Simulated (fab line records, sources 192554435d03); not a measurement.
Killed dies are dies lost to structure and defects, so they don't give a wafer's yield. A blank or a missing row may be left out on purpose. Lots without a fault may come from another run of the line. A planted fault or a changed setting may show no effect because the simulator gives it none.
fab line records | flow n5_finfet | part 2 of 2: steps 21 to 30 of 30
record lots=5 wafers=15 last_day=17
route steps=1938 shown HKMG_FIN@397
lots that met no fault: from a run of the same line without faults
start_h: hours from the record's first day to the start of the lot's first wafer shown | wait_h: hours since the lot's step before | " the same as in the row above | L1.1+2: a row that stands for several wafers | - no value, or no start given | * or withheld: withheld | < > ~ a bound
route shown NAME@n: a module of which the file shows steps, and the number in the route of the first | usual: mean/standard deviation of fault-free wafers | same: alike in all rows | chamber/n: place in a boat | sites: the reading at each site | _std_site: their standard deviation | _edge_site: outer sites' mean less inner sites' | radius_mm: how far each site lies from the wafer's centre | mask NAME#n: copy n | behind: the tool/chamber that last shaped the wafer | hold: why the lot was held/for how many hours/how that ended | device: the transistor (n, p or np) that didn't switch | end of line: the same wafers' tests at the end of the route | a step without rows: its recipe alone | killed: dies lost to structure and defects at the first sort, not the wafer's yield | map: a wafer's dies, x killed, . not, _ none there
set.NAME: the setting as run; set.NAME@STEP: as run at that earlier step | model.NAME: the simulator's own value behind a step, which no gauge read
lots at some steps of the route; a table a step, a row a wafer
services: from which hour (start_h, from the record's first day; less than 0 if before it) a tool's chamber was out of use, for how many hours, and why
## steps
# step N5_HKMG_FIN_WET_ETCH_81
# recipe chemistry=SC1 target=TiN stop_on=HfO2 mix=1:1:5 temp_c=60 time_s=57 target_depth_nm=6
# same time_s=57
# columns lot.wafer tool chamber start_h wait_h
L077.1+4+5 wet_bench-06 1,3,7 91.70 0.0
L080.1+2+6 wet_bench-04 2,3,5 122.48 0.0
L084.1+4+6 wet_bench-04 6,2,5 141.06 0.0
L085.2+3+6 wet_bench-04 6,0,3 142.29 0.0
L096.1+3+6 wet_bench-06 3,5,6 209.58 0.0
# step N5_HKMG_FIN_WET_ETCH_82
# recipe chemistry=dHCl mix=1:10000 temp_c=25 target=La2O3 stop_on=HfO2 target_depth_nm=2 dry=ipa_marangoni rinse_time_s=30 rinse_temp_c=23
# columns lot.wafer tool chamber start_h wait_h
L077.1+4+5 wet_bench-06 1,3,7 91.73 0.0
L080.1+2+6 wet_bench-04 2,3,5 122.52 0.0
L084.1+4+6 wet_bench-04 6,2,5 141.09 0.0
L085.2+3+6 wet_bench-04 6,0,3 142.32 0.0
L096.1+3+6 wet_bench-06 3,5,6 209.61 0.0
# step N5_HKMG_FIN_ALD_36
# recipe material=TiN target_thk_a=10 temp_c=400 ald_precursor_family=TiCl4 ald_co_reactant=NH3 pulse_time_s=1 purge_time_s=3 co_reactant_purge_time_s=2 co_reactant_pulse_time_s=2 ald_cycles=47 pressure_torr=3
# usual heater_power_w=949/85 precursor_pulse_height_rel=0.998/0.022
# columns lot.wafer tool chamber start_h wait_h heater_power_w precursor_pulse_height_rel
L077.1 ald_metal-03 2 91.79 0.0 948 0.962
L077.4 " 3 " " 945 1.025
L077.5 " 2 " " 943 1.035
L080.1 ald_metal-03 3 122.58 0.0 954 1.000
L080.2 " 1 " " 1050 0.982
L080.6 " 3 " " 939 0.983
L084.1 ald_metal-01 1 141.15 0.0 830 0.958
L084.4 " 3 " " 947 0.949
L084.6 " 3 " " 969 0.956
L085.2 ald_metal-03 0 142.38 0.0 932 1.018
L085.3 " 2 " " 938 1.004
L085.6 " 2 " " 924 0.991
L096.1 ald_metal-02 2 209.67 0.0 944 0.990
L096.3 " 0 " " 878 0.974
L096.6 " 2 " " 969 0.958
# step N5_HKMG_FIN_THK_MEAS_70
# recipe thk_meas_gauge=xrf reads=HfO2_of_HKMG_FIN_HK_ALD_01
# usual HK_THK=1.585/0.02
# columns lot.wafer tool chamber start_h wait_h HK_THK[nm]
L077.1 film_metro-01 - 92.07 0.2 1.574
L077.4 " - " " 1.579
L077.5 " - " " 1.550
L080.1 film_metro-02 - 122.86 0.2 1.605
L080.2 " - " " 1.607
L080.6 " - " " 1.553
L084.1 film_metro-01 - 141.43 0.2 1.551
L084.4 " - " " 1.591
L084.6 " - " " 1.589
L085.2 film_metro-01 - 142.66 0.2 1.577
L085.3 " - " " 1.575
L085.6 " - " " 1.562
L096.1 film_metro-02 - 209.95 0.2 1.538
L096.3 " - " " 1.566
L096.6 " - " " 1.576
# step N5_HKMG_FIN_PWFM_ALD_03
# recipe material=TiN target_thk_a=20 temp_c=400 ald_precursor_family=TiCl4 ald_co_reactant=NH3 pulse_time_s=1 purge_time_s=3 co_reactant_purge_time_s=2 co_reactant_pulse_time_s=2 ald_cycles=91 pressure_torr=3
# usual heater_power_w=950/89 precursor_pulse_height_rel=1.000/0.021
# columns lot.wafer tool chamber start_h wait_h heater_power_w precursor_pulse_height_rel
L077.1 ald_metal-01 2 92.11 0.0 1005 1.019
L077.4 " 0 " " 1135 0.997
L077.5 " 1 " " 813 0.968
L080.1 ald_metal-01 0 122.89 0.0 1113 0.994
L080.2 " 1 " " 795 0.999
L080.6 " 3 " " 946 1.048
L084.1 ald_metal-01 1 141.47 0.0 836 1.025
L084.4 " 0 " " 1099 0.994
L084.6 " 1 " " 817 1.005
L085.2 ald_metal-02 2 142.70 0.0 967 1.003
L085.3 " 0 " " 927 1.014
L085.6 " 1 " " 851 0.961
L096.1 ald_metal-01 2 209.99 0.0 990 1.008
L096.3 " 1 " " 842 0.989
L096.6 " 1 " " 813 0.977
# step N5_HKMG_FIN_COAT_29
# recipe resist=SOC temp_c=250 time_s=60 spin_rpm=1500 resist_thk_nm=300
# usual dispense_pressure_kPa=51/3.7 exhaust_pa=44.9/0.8
# same time_s=60
# columns lot.wafer tool chamber start_h wait_h dispense_pressure_kPa exhaust_pa
L077.1 litho_track-05 0 92.58 0.2 55 44.7
L077.4 " 0 " " 55 44.3
L077.5 " 0 " " 55 44.6
L080.1 litho_track-04 0 123.36 0.2 46 45.9
L080.2 " 0 " " 46 45.5
L080.6 " 0 " " 46 44.4
L084.1 litho_track-05 0 141.94 0.2 55 44.7
L084.4 " 0 " " 55 43.9
L084.6 " 0 " " 55 43.7
L085.2 litho_track-02 0 143.17 0.2 53 45.4
L085.3 " 0 " " 53 43.1
L085.6 " 0 " " 53 45.5
L096.1 litho_track-04 0 210.46 0.2 46 45.6
L096.3 " 0 " " 46 44.5
L096.6 " 0 " " 46 45.8
# step N5_HKMG_FIN_COAT_30
# recipe resist=SiARC temp_c=220 time_s=60 spin_rpm=1500 resist_thk_nm=35
# usual dispense_pressure_kPa=51/3.7 exhaust_pa=45.0/0.85
# same time_s=60
# columns lot.wafer tool chamber start_h wait_h dispense_pressure_kPa exhaust_pa
L077.1 litho_track-05 0 - - 55 45.9
L077.4 " 0 " " 55 44.8
L077.5 " 0 " " 55 45.0
L080.1 litho_track-04 0 - - 46 44.7
L080.2 " 0 " " 46 45.5
L080.6 " 0 " " 46 43.7
L084.1 litho_track-05 0 - - 55 44.2
L084.4 " 0 " " 55 44.9
L084.6 " 0 " " 55 44.0
L085.2 litho_track-02 0 - - 53 46.5
L085.3 " 0 " " 53 46.3
L085.6 " 0 " " 53 46.1
L096.1 litho_track-04 0 - - 46 44.8
L096.3 " 0 " " 46 45.5
L096.6 " 0 " " 46 46.0
# step N5_HKMG_FIN_COAT_06
# recipe resist=CAR-ArF spin_rpm=1500 resist_thk_nm=90
# usual dispense_pressure_kPa=51/3.7 exhaust_pa=44.9/0.92
# columns lot.wafer tool chamber start_h wait_h dispense_pressure_kPa exhaust_pa
L077.1 litho_track-05 0 - - 55 44.9
L077.4 " 0 " " 55 46.4
L077.5 " 0 " " 55 45.8
L080.1 litho_track-04 0 - - 46 43.6
L080.2 " 0 " " 46 44.4
L080.6 " 0 " " 46 45.0
L084.1 litho_track-05 0 - - 55 44.0
L084.4 " 0 " " 55 42.9
L084.6 " 0 " " 55 43.8
L085.2 litho_track-02 0 - - 53 44.3
L085.3 " 0 " " 53 43.5
L085.6 " 0 " " 53 44.2
L096.1 litho_track-04 0 - - 46 44.7
L096.3 " 0 " " 46 46.2
L096.6 " 0 " " 46 45.8
# step N5_HKMG_FIN_EBR_08
# recipe solvent=PGMEA ebr_width_mm=1.5
# usual exhaust_pa=44.7/0.95
# same ebr_width_mm=1.5
# columns lot.wafer tool chamber start_h wait_h exhaust_pa
L077.1 litho_track-05 0 - - 44.4
L077.4 " 0 " " 43.8
L077.5 " 0 " " 44.4
L080.1 litho_track-04 0 - - 45.1
L080.2 " 0 " " 44.2
L080.6 " 0 " " 44.2
L084.1 litho_track-05 0 - - 44.3
L084.4 " 0 " " 42.5
L084.6 " 0 " " 43.3
L085.2 litho_track-02 0 - - 44.4
L085.3 " 0 " " 44.8
L085.6 " 0 " " 45.0
L096.1 litho_track-04 0 - - 44.0
L096.3 " 0 " " 44.1
L096.6 " 0 " " 42.7
# step N5_HKMG_FIN_SOFTBAKE_07
# recipe temp_c=110 time_s=60 resist=CAR-ArF
# usual exhaust_pa=45.0/0.88
# same time_s=60
# columns lot.wafer tool chamber start_h wait_h exhaust_pa
L077.1 litho_track-05 0 - - 44.3
L077.4 " 0 " " 44.5
L077.5 " 0 " " 42.7
L080.1 litho_track-04 0 - - 45.2
L080.2 " 0 " " 45.3
L080.6 " 0 " " 45.7
L084.1 litho_track-05 0 - - 45.0
L084.4 " 0 " " 44.7
L084.6 " 0 " " 46.1
L085.2 litho_track-02 0 - - 44.6
L085.3 " 0 " " 46.1
L085.6 " 0 " " 46.0
L096.1 litho_track-04 0 - - 46.7
L096.3 " 0 " " 45.2
L096.6 " 0 " " 46.1
## services
# columns tool chamber start_h hours kind
rie_diel-04 3 69.58 3.5 repair
plasma_asher-01 - 72.72 14.6 pm
ald_metal-02 - 75.77 1.0 repair
ald_metal-02 - 78.07 1.8 repair
ald_metal-03 - 95.11 6.0 pm
thermal_cvd_si-02 0 100.42 6.9 repair
thermal_cvd_si-01 2 116.48 11.4 repair
rie_diel-06 2 148.52 29.0 repair
litho_track-04 - 148.66 - consumable_replace:filter
thermal_cvd_si-02 2 150.99 59.1 repair
plasma_asher-01 - 156.52 0.4 repair
rie_diel-06 0 177.60 - clean
rie_diel-06 0 177.60 - consumable_replace:focus_ring
rie_diel-06 0 177.60 13.5 scheduled_down
rie_diel-06 0 177.60 13.5 vent_cycle
ald_metal-02 - 178.07 6.0 pm
rie_diel-04 2 179.58 5.0 repair
